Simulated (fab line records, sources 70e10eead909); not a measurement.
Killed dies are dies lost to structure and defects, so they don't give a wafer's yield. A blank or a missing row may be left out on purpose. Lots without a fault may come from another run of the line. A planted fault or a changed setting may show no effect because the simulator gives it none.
One fault seen from 2 desks | flow nand_harc | each desk has only its own numbers; what lay behind them comes last

THE TOOL OWNER'S DESK: pvd_sputter-01
The tool's own readings at NHARC_A_M1_PVD_20 (deposits TaN, target thk 5 nm, time 8.06 s): means of the sampled wafers that have a number, for each lot that ran on this tool. A lot is out of limits, marked OUT, if its mean lies more than 4 standard deviations from the usual mean; the brackets give that distance.
Columns: A = cathode_dc_power_W at NHARC_A_M1_PVD_20, usual 15000 W; B = throttle_valve_pct at NHARC_A_M1_PVD_20, usual 30.3 %
lot  | first seen here | A                       | B
L711 | day 23 13:38    | 14999                   | 30.4
L714 | day 24 13:47    | 15001                   | 30.8
L716 | day 24 19:53    | 15000                   | 31.0
L727 | day 30 16:48    | 14461 (-99 or more) OUT | 31.9
L728 | day 31 02:50    | 14463 (-99 or more) OUT | 30.6
This desk's finding: out of limits on L727, L728; first on L727, day 30 16:48 (cathode_dc_power_W at NHARC_A_M1_PVD_20). In limits: L711, L714, L716.

THE METROLOGY DESK
What the gauges read, lot by lot, whatever tool the lot ran on: means of the sampled wafers that have a number. A lot is out of limits, marked OUT, if its mean lies more than 4 standard deviations from the usual mean; the brackets give that distance.
Columns: A = overlay_x_nm at NHARC_A_M1_OVL_MEAS_10, usual -0.1 nm; B = overlay_y_nm at NHARC_A_M1_OVL_MEAS_10, usual 0.0 nm; C = thk_nm at NHARC_A_M1_THK_MEAS_24, usual 155.0 nm
lot  | first seen here | A    | B    | C
L713 | day 23 10:26    | 1.3  | -0.3 | 157.2
L711 | day 23 12:19    | -0.9 | 0.9  | 154.5
L712 | day 23 19:28    | 0.6  | -0.1 | 154.9
L714 | day 24 12:32    | -0.6 | 0.8  | 154.2
L715 | day 24 14:40    | 0.8  | -0.4 | 154.6
L716 | day 24 18:39    | -0.1 | -0.1 | 154.3
L719 | day 25 08:40    | 0.3  | -0.5 | 155.3
L717 | day 25 11:46    | 1.1  | 0.7  | 154.5
L718 | day 25 12:51    | -1.3 | -1.2 | 156.1
L723 | day 27 19:42    | 0.6  | 0.4  | 153.0
L727 | day 30 15:31    | -1.0 | 1.6  | 152.6
L728 | day 31 01:35    | -0.8 | 0.7  | 154.0
L729 | day 31 03:08    | 0.1  | -1.1 | 152.4
L733 | day 31 18:07    | -1.7 | 0.1  | 155.8
This desk's finding: nothing out of limits on any of the 14 lots.

PUT TOGETHER
The tool owner's desk could have raised an alarm at day 30 16:48, on L727, L728.
The metrology desk saw nothing out of limits.
The metrology desk has L727, L728 on record, within its limits.
Of the lots named, all ran NHARC_A_M1_PVD_20 on pvd_sputter-01.

WHAT THE SIMULATOR HAD PUT IN
Process parameter drift: pvd_sputter-01, from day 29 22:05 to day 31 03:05, at NHARC_A_M1_PVD_20. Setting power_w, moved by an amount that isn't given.
Lots struck among those shown: L727, L728.
Hours from the fault's start to each desk's first reading out of limits: the tool owner's desk, 19.
